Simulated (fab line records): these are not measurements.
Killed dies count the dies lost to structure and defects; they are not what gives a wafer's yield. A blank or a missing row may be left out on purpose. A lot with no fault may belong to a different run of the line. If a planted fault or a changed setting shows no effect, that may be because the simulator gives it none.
fab line records -- flow nand-harc
record: lots: 12, wafers: 35, last-day: 33
route steps=1302 shown A_CHANNEL_HOLE_D1@450 END@1302
lots that met no fault: taken from a fault-free run of the same line
start-h: start of the lot's first displayed wafer, in hours after the record's first day -- wait-h: time in hours since the lot's previous step -- " unchanged from the row above -- L1.1+2: a row that stands for several wafers -- - no value present, or no start provided -- * or withheld: withheld -- < > ~ a bound
route shown NAME@n: a module of which the file shows steps, and the number in the route of the first -- usual: mean and standard deviation over wafers with no fault -- same: alike in all rows -- chamber/n: place in a boat -- sites: the reading at each site -- _std_site: how widely they spread, as a standard deviation -- _edge_site: inner sites' mean taken away from outer sites' mean -- radius-mm: for every site, how far away it sits from the centre of the wafer -- mask NAME#n: copy n -- behind: the tool/chamber that last shaped the wafer -- hold: the reason the lot was held/the length of the hold in hours/how it ended -- device: the transistor (n, p or np) that didn't switch -- end of line: tests run on the same wafers once the route is complete -- a step with no rows: only its recipe -- killed: dies that structure and defects cost at the first sort, which is not the same as the wafer's yield -- map: shows each die of a wafer: x if killed, . if not, _ if none is there
set.NAME: the run value of the setting; set.NAME@STEP: its run value at that earlier step -- model.NAME: the simulator's own value behind a step, which no gauge read
route steps across a sampled set of lots; one table per step, one row per wafer
services: when a tool's chamber went out of use (start-h, in hours from the record's first day, below 0 if earlier), for how many hours, and the reason
== steps ==
step: NHARC_A_CHANNEL_HOLE_D1_DEP_00
recipe: target-thk-a: 31000, temp-c: 400, material: aC
usual: susceptor-temp-C: 399.97/0.28, throttle-valve-pct: 34.998/0.0097
lot.wafer,tool,chamber,start-h,wait-h,susceptor-temp-C,throttle-valve-pct
L867.1,acl-dep-02,0,186.79,1.0,399.52,34.993
L867.2,acl-dep-02,0,186.79,1.0,400.10,35.008
L867.5,acl-dep-02,0,186.79,1.0,399.87,35.009
L866.1,acl-dep-01,0,187.66,1.9,400.00,35.014
L866.4,acl-dep-01,0,187.66,1.9,399.62,34.992
L866.6,acl-dep-01,0,187.66,1.9,400.12,35.000
L868.1,acl-dep-01,0,206.78,3.4,399.71,34.992
L868.2,acl-dep-01,0,206.78,3.4,399.57,35.002
L868.3,acl-dep-01,0,206.78,3.4,399.88,34.997
L869.1,acl-dep-02,0,214.99,0.1,399.98,35.003
L869.2,acl-dep-02,0,214.99,0.1,399.46,34.995
L869.5,acl-dep-02,0,214.99,0.1,399.87,34.994
L870.2,acl-dep-03,0,215.31,0.4,400.33,34.995
L870.5,acl-dep-03,0,215.31,0.4,400.27,34.996
L870.6,acl-dep-03,0,215.31,0.4,400.25,34.997
L873.2,acl-dep-02,0,243.46,0.4,-,35.010
L873.3,acl-dep-02,0,243.46,0.4,-,35.020
L873.6,acl-dep-02,0,243.46,0.4,-,35.002
L872.3,acl-dep-03,0,243.79,0.7,-,35.009
L872.4,acl-dep-03,0,243.79,0.7,-,34.999
L872.6,acl-dep-03,0,243.79,0.7,-,34.982
L874.1,acl-dep-01,0,257.79,0.1,399.66,34.984
L874.2,acl-dep-01,0,257.79,0.1,399.60,34.996
L874.6,acl-dep-01,0,259.37,1.7,399.78,34.998
L876.3,acl-dep-01,0,286.10,0.7,399.88,34.995
L876.4,acl-dep-01,0,286.10,0.7,399.75,34.987
L876.5,acl-dep-01,0,286.10,0.7,399.65,35.023
L877.2,acl-dep-02,0,291.45,0.4,-,34.989
L877.4,acl-dep-02,0,291.45,0.4,-,34.984
L877.6,acl-dep-02,0,291.45,0.4,-,34.998
L887.1,acl-dep-01,0,394.65,2.0,-,34.991
L887.5,acl-dep-01,0,395.91,3.3,-,34.994
L889.1,acl-dep-02,0,399.31,0.2,400.00,34.997
L889.3,acl-dep-02,0,399.31,0.2,400.02,34.997
L889.6,acl-dep-02,0,399.31,0.2,399.97,35.012
step: NHARC_A_CHANNEL_HOLE_D1_PEB_08
recipe: peb-temp-c: 100, peb-time-s: 65
usual: chill-plate-temp-C: 22.98/0.11, plate-temp-C: 100.03/0.13
same: peb-time-s: 65
lot.wafer,tool,chamber,start-h,wait-h,chill-plate-temp-C,plate-temp-C
L867.1,litho-track-06,0,189.49,0.1,23.07,100.18
L867.2,litho-track-06,0,189.49,0.1,23.09,100.10
L867.5,litho-track-06,0,189.49,0.1,23.22,100.07
L866.1,litho-track-01,0,190.13,0.1,22.79,100.13
L866.4,litho-track-01,0,190.13,0.1,23.01,100.23
L866.6,litho-track-01,0,190.13,0.1,22.90,100.03
L868.1,litho-track-06,0,209.36,0.1,22.71,99.83
L868.2,litho-track-06,0,209.36,0.1,22.89,100.01
L868.3,litho-track-06,0,209.36,0.1,22.84,100.10
L870.2,litho-track-01,0,217.56,0.1,23.09,100.04
L870.5,litho-track-01,0,217.56,0.1,23.01,99.86
L870.6,litho-track-01,0,217.56,0.1,23.01,100.03
L869.1,litho-track-06,0,217.72,0.1,23.08,100.18
L869.2,litho-track-06,0,217.72,0.1,23.00,100.19
L869.5,litho-track-06,0,217.72,0.1,23.04,99.91
L873.2,litho-track-04,0,245.70,0.1,22.99,99.97
L873.3,litho-track-04,0,245.70,0.1,23.07,100.07
L873.6,litho-track-04,0,245.70,0.1,22.95,99.87
L872.3,litho-track-01,0,245.86,0.0,23.05,99.76
L872.4,litho-track-01,0,245.86,0.0,22.70,100.03
L872.6,litho-track-01,0,245.86,0.0,22.98,99.87
L874.1,litho-track-06,0,260.36,0.1,22.94,99.78
L874.2,litho-track-06,0,260.36,0.1,22.89,99.98
L874.6,litho-track-06,0,260.36,0.1,23.00,100.10
L876.3,litho-track-06,0,288.04,0.0,23.18,100.03
L876.4,litho-track-06,0,288.04,0.0,23.08,100.16
L876.5,litho-track-06,0,288.04,0.0,23.18,99.92
L877.2,litho-track-06,0,293.68,0.1,23.07,100.02
L877.4,litho-track-06,0,293.68,0.1,22.90,100.05
L877.6,litho-track-06,0,293.68,0.1,22.93,99.97
L887.1,litho-track-06,0,397.21,0.1,23.12,100.67
L887.5,litho-track-06,0,397.21,0.1,22.98,100.58
L889.1,litho-track-01,0,401.90,0.1,22.82,100.06
L889.3,litho-track-01,0,401.90,0.1,22.93,99.95
L889.6,litho-track-01,0,401.90,0.1,23.00,99.99
step: NHARC_A_CHANNEL_HOLE_D1_ETCH_38
recipe: target-depth-a: 390, over-etch-frac: 0.3, time-s: 65, ion-energy-ev: 80, cf4-flow-sccm: 150, ar-flow-sccm: 0, rf-w: 300, bias-w: 100, chemistry: CF4
usual: drypump-motor-current-A: 5.9/0.42, oes-product-au: 1.000/0.012, rf-vpp-V: 151.4/1.2, showerhead-plenum-p-Torr: 1.78/0.068, throttle-valve-pct: 13.284/0.0093
lot.wafer,tool,chamber,start-h,wait-h,drypump-motor-current-A,oes-product-au,rf-hours-counter-h,rf-vpp-V,showerhead-plenum-p-Torr,throttle-valve-pct
L867.1,rie-diel-04,0,189.84,0.1,5.7,1.007,0,151.4,1.75,13.284
L867.2,rie-diel-04,2,189.84,0.1,5.9,0.991,0,149.7,1.66,13.289
L867.5,rie-diel-04,0,189.84,0.1,5.7,1.005,-,149.4,1.75,13.291
L866.1,rie-diel-03,3,190.49,0.1,5.4,0.997,6,151.5,1.83,13.268
L866.4,rie-diel-03,1,190.49,0.1,5.9,1.007,5,149.7,1.73,13.284
L866.6,rie-diel-03,2,190.49,0.1,6.6,1.004,-,151.6,1.78,13.290
L868.2,rie-diel-03,3,209.70,0.1,5.5,1.010,6,150.3,1.83,13.279
L868.3,rie-diel-03,0,209.70,0.1,5.7,1.013,6,152.2,1.82,13.303
L868.1,rie-diel-03,2,209.70,0.1,6.6,1.002,6,151.4,1.78,13.267
L870.2,rie-diel-03,1,217.92,0.1,5.9,0.997,7,150.1,1.73,13.305
L870.5,rie-diel-03,3,217.92,0.1,5.4,1.001,-,152.1,1.83,13.284
L870.6,rie-diel-03,0,217.92,0.1,5.7,1.001,-,153.4,1.82,13.291
L869.1,rie-diel-04,1,218.08,0.1,5.7,0.999,10,149.1,1.68,13.281
L869.2,rie-diel-04,3,218.08,0.1,6.2,1.012,10,150.0,1.66,13.268
L869.5,rie-diel-04,0,218.08,0.1,5.7,1.007,-,151.0,1.74,13.292
L873.2,rie-diel-03,1,246.06,0.1,5.9,1.008,9,150.5,1.73,13.267
L873.3,rie-diel-03,2,246.06,0.1,6.6,1.012,9,152.7,1.78,13.293
L873.6,rie-diel-03,0,246.06,0.1,5.7,1.024,-,150.9,1.82,13.304
L872.3,rie-diel-06,1,246.21,0.1,6.8,1.006,37,153.2,1.90,13.278
L872.4,rie-diel-06,2,246.21,0.1,5.2,0.990,35,150.1,1.65,13.283
L872.6,rie-diel-06,1,246.21,0.1,6.8,1.001,-,151.3,1.90,13.275
L874.1,rie-diel-03,0,260.71,0.1,5.7,1.018,11,150.8,1.82,13.288
L874.2,rie-diel-03,3,260.71,0.1,5.4,1.006,11,152.8,1.83,13.286
L874.6,rie-diel-03,1,260.71,0.1,5.9,0.999,-,150.9,1.73,13.283
L876.3,rie-diel-06,0,288.41,0.1,5.7,0.986,52,150.9,1.83,13.279
L876.5,rie-diel-06,0,288.41,0.1,5.7,0.985,-,151.7,1.83,13.301
L876.4,rie-diel-06,2,288.41,0.1,5.2,0.990,-,149.1,1.65,13.286
L877.2,rie-diel-06,1,294.04,0.1,6.8,0.993,51,153.4,1.89,13.285
L877.4,rie-diel-06,2,294.04,0.1,5.2,0.982,50,149.3,1.65,13.294
L877.6,rie-diel-06,3,294.04,0.1,6.0,0.985,-,151.3,1.82,13.280
L887.1,rie-diel-03,0,397.56,0.1,5.7,1.007,10,151.7,1.82,13.285
L887.5,rie-diel-03,0,397.56,0.1,5.7,1.021,-,153.2,1.82,13.285
L889.3,rie-diel-03,0,402.25,0.1,5.7,1.016,11,152.5,1.82,13.263
L889.1,rie-diel-03,3,402.25,0.1,5.4,0.976,10,151.7,1.83,13.274
L889.6,rie-diel-03,1,402.25,0.1,5.9,1.002,-,150.3,1.72,13.281
step: NHARC_A_CHANNEL_HOLE_D1_ETCH_19
recipe: bias-v: 1200, source-w: 2500, pressure-mtorr: 15, time-s: 34.5, ar-flow-sccm: 375, c4f8-flow-sccm: 28.8, o2-flow-sccm: 96.2, temp-c: -20, target-depth-a: *, chemistry: C4F8/O2/Ar
usual: drypump-motor-current-A: 5.9/0.42, showerhead-plenum-p-Torr: 3.70/0.11, throttle-valve-pct: 37.038/0.0095
lot.wafer,tool,chamber,start-h,wait-h,drypump-motor-current-A,rf-hours-counter-h,showerhead-plenum-p-Torr,throttle-valve-pct
L867.1,har-etch-02,0,192.05,1.2,6.6,294,3.50,37.040
L867.2,har-etch-02,1,192.05,1.2,5.4,294,3.75,37.044
L867.5,har-etch-02,1,192.05,1.2,5.3,-,3.75,37.031
L866.1,har-etch-01,1,192.10,0.6,6.0,92,3.77,37.043
L866.4,har-etch-01,0,192.10,0.6,5.8,-,3.77,37.039
L866.6,har-etch-01,0,192.10,0.6,5.8,-,3.77,37.047
L868.1,har-etch-01,1,210.80,0.1,6.0,99,3.77,37.048
L868.2,har-etch-01,0,210.80,0.1,5.8,99,3.77,37.040
L868.3,har-etch-01,1,210.80,0.1,6.0,-,3.77,37.045
L870.2,har-etch-01,0,219.02,0.1,5.9,103,3.77,37.044
L870.5,har-etch-01,1,219.02,0.1,6.1,-,3.77,37.037
L870.6,har-etch-01,0,219.02,0.1,5.8,-,3.77,37.028
L869.2,har-etch-02,1,219.17,0.1,5.3,309,3.74,37.036
L869.1,har-etch-02,0,219.17,0.1,6.6,309,3.49,37.039
L869.5,har-etch-02,1,219.17,0.1,5.3,-,3.74,37.045
L873.2,har-etch-01,0,247.15,0.1,5.8,123,3.75,37.029
L873.3,har-etch-01,0,247.15,0.1,5.8,-,3.75,37.027
L873.6,har-etch-01,1,247.15,0.1,6.0,-,3.75,37.036
L872.4,har-etch-02,1,247.35,0.1,5.3,-,3.74,37.030
L872.3,har-etch-02,0,247.35,0.1,6.6,-,3.48,37.029
L872.6,har-etch-02,0,247.35,0.1,6.6,-,3.48,37.043
L874.1,har-etch-01,0,261.80,0.1,5.9,127,3.75,37.037
L874.2,har-etch-01,1,261.80,0.1,6.0,127,3.75,37.055
L874.6,har-etch-01,1,261.80,0.1,6.0,-,3.75,37.029
L876.3,har-etch-01,1,292.09,2.5,6.0,-,3.74,37.049
L876.4,har-etch-01,0,292.09,2.5,5.8,-,3.74,37.045
L876.5,har-etch-01,1,292.09,2.5,6.0,-,3.74,37.036
L877.2,har-etch-01,0,296.22,1.2,5.8,153,3.74,37.034
L877.4,har-etch-01,1,296.22,1.2,6.0,-,3.74,37.027
L877.6,har-etch-01,0,296.22,1.2,5.8,-,3.74,37.052
L887.1,har-etch-02,1,398.70,0.1,5.3,0,3.69,37.036
L887.5,har-etch-02,1,398.70,0.1,5.3,-,3.69,37.046
L889.1,har-etch-02,1,410.80,7.5,5.3,11,3.68,37.024
L889.3,har-etch-02,0,410.80,7.5,6.6,-,3.98,37.045
L889.6,har-etch-02,1,410.80,7.5,5.3,-,3.68,37.024
step: NHARC_END_SORT_01
recipe: temp-c: 25
usual: killed-at-array: 47/18, killed-at-other: 0.9/1.1, killed-at-periphery: 4/3.1, killed-dies: 52/18, killed-open: 3.1/1.5, killed-short: 2.4/1.5
same: gross-dies: 677
lot.wafer,tool,chamber,start-h,wait-h,killed-at-array,killed-at-other,killed-at-periphery,killed-dies,killed-open,killed-short
L874.1,prober-01,0,639.61,2.5,59,1,8,68,4,5
L874.2,prober-01,0,640.40,2.8,82,0,7,89,1,3
L874.6,prober-01,0,643.55,3.9,88,1,4,93,5,7
killed by level:class
L874.1 A_SLIT:chamber-film-flake=19 A_CHANNEL_HOLE_D2:chamber-film-flake=16 P_CONTACT:chamber-film-flake=5 A_CHANNEL_HOLE_D1:chamber-film-flake=4 A_CONTACT:chamber-film-flake=4 A_CHANNEL_FILL_D2:chamber-film-flake=3 P_GATE:chamber-film-flake=2 A_DECK1_JOINT:chamber-film-flake=2
L874.2 A_CHANNEL_HOLE_D2:chamber-film-flake=30 A_SLIT:chamber-film-flake=24 A_CONTACT:chamber-film-flake=8 A_CHANNEL_HOLE_D1:chamber-film-flake=5 A_CHANNEL_FILL_D2:chamber-film-flake=5 P_CONTACT:chamber-film-flake=4 A_WL_FILL:chamber-film-flake=3 A_DECK1_JOINT:chamber-film-flake=2
L874.6 A_CHANNEL_HOLE_D2:chamber-film-flake=35 A_SLIT:chamber-film-flake=23 A_CONTACT:chamber-film-flake=5 A_WL_FILL:chamber-film-flake=4 P_STI:chamber-film-flake=3 A_CHANNEL_HOLE_D1:chamber-film-flake=3 A_DECK1_JOINT:chamber-film-flake=3 A_CHANNEL_FILL_D2:chamber-film-flake=3
== services ==
tool,chamber,start-h,hours,kind
rie-diel-04,3,167.28,10.8,repair
litho-track-06,-,179.00,7.0,pm
rie-diel-04,-,179.61,9.0,pm
rie-diel-06,0,187.06,7.9,repair
acl-dep-01,-,189.59,13.0,pm
rie-diel-04,-,196.15,0.7,repair
litho-track-04,-,203.00,7.0,pm
rie-diel-06,3,225.73,1.5,repair
har-etch-02,-,235.90,7.0,repair
acl-dep-02,-,246.87,13.0,pm
rie-diel-03,-,281.42,9.0,pm
rie-diel-06,1,286.10,6.6,repair
acl-dep-03,-,300.51,13.0,pm
rie-diel-04,-,303.11,0.3,repair
rie-diel-06,-,307.32,9.0,pm
rie-diel-04,-,325.32,0.8,repair
litho-track-01,-,330.00,7.0,pm
rie-diel-04,-,333.96,0.5,repair
rie-diel-04,2,335.83,8.5,repair
litho-track-06,-,354.00,7.0,pm
rie-diel-04,-,356.61,9.0,pm
rie-diel-03,3,372.16,2.7,repair
acl-dep-01,-,373.44,13.0,pm
har-etch-02,-,380.78,17.0,pm
== key ==
first-sign: step: NHARC_A_CHANNEL_HOLE_D1_PEB_08, reading: plate-temp-C, direction: up, sigmas: 4.5, usual: *, struck: *
effect none on later readings
met-at NHARC_A_CHANNEL_HOLE_D1_PEB_08
struck-lots L887
tester-left-out L887
not-acting-at NHARC_A_CHANNEL_HOLE_D1_DEP_00,NHARC_A_CHANNEL_HOLE_D1_ETCH_38,NHARC_A_CHANNEL_HOLE_D1_ETCH_19
onset-between 293.68 397.21
fault: kind: process-parameter-drift, tool: litho-track-06, chamber: -, onset-h: 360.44, steps: NHARC_A_CHANNEL_HOLE_D1_PEB_08, channel: peb-temp-c, offset: *, shape: step, end-h: 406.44, acts-in: *, stated: *
tester-left-out: of these lots the tester's yield and bins aren't shown, on N5 and GAA mostly nor the transistor test; their killed dies are dies lost to structure and defects alone, not to doping, threshold or leakage, so they don't give the yield
